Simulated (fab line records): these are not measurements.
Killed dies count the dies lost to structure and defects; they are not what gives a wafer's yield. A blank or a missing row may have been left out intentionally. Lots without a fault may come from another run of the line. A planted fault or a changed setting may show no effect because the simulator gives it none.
Split-lot experiment	flow n5 finfet	21 wafers read across 7 lots, on a route 1938 steps long

== SPLIT DETAILS ==
At N5_BEOL_M10_COAT_63 (time 60 s, resist thk 100 nm), the setting spin rpm was moved away from the recipe's 1500 rpm on 11 of the 21 wafers read, by -10.4% to +9.6%. The other wafers ran this setting at the recipe's value.

The reading is taken at the split's own step.

== THE READING ==
SOC_of_BEOL_M10_COAT_63.thk nm (the simulator's own value, which no gauge read), in nm, at N5_BEOL_M10_COAT_63 (time 60 s, resist thk 100 nm). No usual value for it is given in the file. Here, 10 wafers ran the recipe; their average is 100.2 nm with a standard deviation of 0.29 nm.

wafer	tool, chamber at the split	spin rpm as run, rpm	against the recipe	SOC_of_BEOL_M10_COAT_63.thk nm, nm	against lot-mates on the recipe
L076.1	litho track-02, 0	1500	recipe	99.8	-
L076.2	litho track-02, 0	1615	+7.7%	96.2	-3.6
L076.5	litho track-02, 0	1615	+7.7%	96.4	-3.4
L077.3	litho track-02, 0	1644	+9.6%	95.4	-4.4
L077.4	litho track-02, 0	1500	recipe	99.8	-
L077.6	litho track-02, 0	1644	+9.6%	95.2	-4.6
L082.2	litho track-04, 0	1362	-9.2%	105.4	+5.2
L082.5	litho track-04, 0	1362	-9.2%	105.4	+5.2
L082.4	litho track-04, 0	1500	recipe	100.2	-
L085.1	litho track-02, 0	1344	-10.4%	105.4	+5.6
L085.4	litho track-02, 0	1500	recipe	99.8	-
L085.5	litho track-02, 0	1344	-10.4%	105.6	+5.8
L084.1	litho track-05, 0	1500	recipe	100.2	-
L084.3	litho track-05, 0	1500	recipe	100	-
L084.4	litho track-05, 0	1611	+7.4%	96.6	-3.5
L097.1	litho track-05, 0	1500	recipe	100.6	-
L097.3	litho track-05, 0	1500	recipe	100.6	-
L097.4	litho track-05, 0	1500	recipe	100.4	-
L096.2	litho track-04, 0	1450	-3.3%	101.8	+1.6
L096.5	litho track-04, 0	1500	recipe	100.2	-
L096.6	litho track-04, 0	1450	-3.3%	102.2	+2.0

THE FIT
A straight line over all 21 wafers: SOC_of_BEOL_M10_COAT_63.thk nm changes by -0.521 nm for each +1% of spin rpm; r = -1.00; the points scatter about the line by 0.28 nm.
The same after taking each lot's own level away (the mean of its wafers on the recipe; 21 wafers): -0.512 nm for each +1%; r = -1.00; scatter 0.23 nm.
On that fit, the largest move of spin rpm shifts the reading by 5.3 nm.
Across the lots, their own levels run from 99.80 to 100.53 nm, a range of 2.5 times the standard deviation given above.
Consequently the slope shifts little with the lot-to-lot level, the two slopes agreeing.
Check: with one of the wafers moved furthest among these (-10.4%) left out of the fit, the line predicts +5.49 nm for it against its lot-mates. Against them it came out at +5.6 nm.

== FURTHER SPLITS ON THESE WAFERS ==
Note: prior to the reading, these wafers also went through further splits. Each is held against what the fit with the lots' levels taken away leaves over:
other split on the same wafers	wafers away from the commonest value	r with SOC_of_BEOL_M10_COAT_63.thk nm (lot level and that fit taken away)
N5_BEOL_M7_EXPOSE_08 dose mj	13	-0.24
N5_BEOL_M7_ETCH_62 source w	6	+0.17
N5_BEOL_M7_STRIP_19 pressure mtorr	15	-0.48
N5_BEOL_M8_COAT_64 spin rpm	4	+0.08
N5_BEOL_M8_EXPOSE_25 dose mj	3	-0.26

== THE FILE'S OWN FIT ==
SOC_of_BEOL_M10_COAT_63.thk nm changes by -0.51 nm for each +1% of spin rpm, r = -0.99.
